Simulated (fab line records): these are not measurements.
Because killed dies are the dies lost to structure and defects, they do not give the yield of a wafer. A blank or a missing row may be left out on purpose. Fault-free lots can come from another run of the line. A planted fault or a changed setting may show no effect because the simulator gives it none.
Matching of chambers ; flow n5 finfet ; N5_BEOL_M12_DESCUM_15 on rie diel-05: 4 sister chambers
The step chemistry O2, time 7.9 s. 14 wafers are shown with their chamber, then 7 later ones without.

WAFERS, EACH WITH ITS CHAMBER
wafer;chamber;drypump motor current A (A);showerhead plenum p Torr (Torr);throttle valve pct (%)
L571.2;1;5.7;2.03;20.47
L571.4;3;4.6;2.21;20.58
L571.6;0;6.2;2.04;20.80
L575.3;3;4.6;2.20;20.60
L575.4;2;5.6;2.20;20.43
L575.6;2;5.6;2.20;20.43
L570.1;2;5.6;2.20;20.44
L570.5;1;5.6;2.03;20.47
L570.6;2;5.6;2.20;20.44
L580.1;1;5.7;2.02;20.49
L580.2;2;5.6;2.20;20.45
L580.6;0;6.2;2.04;20.83
L583.1;0;6.2;2.03;20.85
L583.3;1;5.7;2.02;20.51

SIGNATURES, as means of the wafers listed above
reading;chamber 0;chamber 1;chamber 2;chamber 3;scatter within a chamber
drypump motor current A;6.200;5.675;5.600;4.600;0.0274
showerhead plenum p Torr;2.0367;2.0250;2.2000;2.2050;0.00465
throttle valve pct;20.8267;20.4850;20.4380;20.5900;0.0169
Rule: a wafer lies at a distance from a chamber equal to the root of the sum of squares, over the readings, of (its reading less the chamber's mean, divided by the reading's scatter). The wafer belongs to the nearest chamber; if the next one is less than 2 further off, it can't be placed. How the scatter is found: for the shown wafers, subtract from each reading the mean of its chamber, square and add these, divide the total by (wafers less chambers), then take the root.

WAFERS WITH NO CHAMBER GIVEN
wafer;drypump motor current A (A);showerhead plenum p Torr (Torr);throttle valve pct (%)
L583.6;4.6;2.19;20.62
L584.2;6.2;2.03;20.85
L584.3;5.6;2.19;20.46
L584.5;5.6;2.19;20.47
L588.3;4.6;2.19;20.63
L588.4;6.2;2.03;20.85
L588.6;4.6;2.19;20.64

EACH ONE'S CHAMBER
wafer;from the rows above;in truth
L583.6;3;3
L584.2;0;0
L584.3;2;2
L584.5;2;2
L588.3;3;3
L588.4;0;0
L588.6;3;3
Placed correctly: 7 of 7. Can't be placed from these rows: 0. 0 placed wrongly.
